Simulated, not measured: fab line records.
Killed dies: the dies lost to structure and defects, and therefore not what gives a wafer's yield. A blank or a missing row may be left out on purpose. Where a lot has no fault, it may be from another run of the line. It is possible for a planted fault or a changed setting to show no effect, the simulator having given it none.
Chamber matching | flow n5Finfet | N5_HKMG_FIN_CVD_62 on thermalCvdSi-01 has 3 sister chambers
The step deposits a-Si from Si2H6, target thk 3 nm, time 20.8 s. 30 wafers are shown with their chamber, then 12 later ones without.

EACH WAFER AND ITS CHAMBER
wafer  | chamber | heaterPowerW (W)
L075.1 | 2       | 1224
L075.2 | 1       | 1277
L075.3 | 0       | 1489
L075.4 | 2       | 1218
L075.5 | 0       | 1511
L075.6 | 1       | 1312
L077.1 | 0       | 1541
L077.3 | 1       | 1303
L077.6 | 2       | 1223
L079.1 | 0       | 1495
L079.4 | 2       | 1208
L079.5 | 0       | 1499
L081.1 | 0       | 1506
L081.2 | 1       | 1312
L081.5 | 2       | 1232
L083.1 | 1       | 1338
L083.2 | 2       | 1248
L083.3 | 0       | 1486
L083.4 | 1       | 1343
L083.5 | 0       | 1511
L083.6 | 2       | 1233
L086.3 | 1       | 1316
L086.5 | 1       | 1302
L086.6 | 0       | 1554
L087.2 | 2       | 1255
L087.4 | 0       | 1517
L087.5 | 1       | 1349
L089.1 | 2       | 1239
L089.3 | 1       | 1328
L089.4 | 1       | 1321

SIGNATURES, as means of the wafers listed above
reading      | chamber 0 | chamber 1 | chamber 2 | scatter within a chamber
heaterPowerW | 1510.90   | 1318.27   | 1231.11   | 19.6
Rule: a wafer's distance from a chamber is the root of the sum, over the readings, of the square of ((its reading less the chamber's mean) divided by the reading's scatter). The wafer belongs to the nearest chamber; if the next one is less than 2 further off, it can't be placed. The scatter is the square root of a quotient: the sum, over the shown wafers, of each reading's squared deviation from its chamber's mean, divided by wafers minus chambers.

WAFERS WITH NO CHAMBER GIVEN
wafer  | heaterPowerW (W)
L091.2 | 1320
L091.4 | 1322
L091.6 | 1214
L093.2 | 1208
L093.3 | 1496
L093.4 | 1254
L095.4 | 1517
L095.5 | 1221
L095.6 | 1303
L097.1 | 1262
L097.4 | 1305
L097.5 | 1489

THE CHAMBER EACH PASSED THROUGH
wafer  | from the rows above     | in truth
L091.2 | 1                       | 1
L091.4 | 1                       | 1
L091.6 | 2                       | 2
L093.2 | 2                       | 2
L093.3 | 0                       | 0
L093.4 | 2                       | 2
L095.4 | 0                       | 0
L095.5 | 2                       | 2
L095.6 | 1                       | 1
L097.1 | can't be placed: 2 or 1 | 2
L097.4 | 1                       | 1
L097.5 | 0                       | 0
Correctly placed: 11 of 12. Not placeable from these rows: 1 (in 1, the candidates include the true chamber). Number placed wrongly: 0.
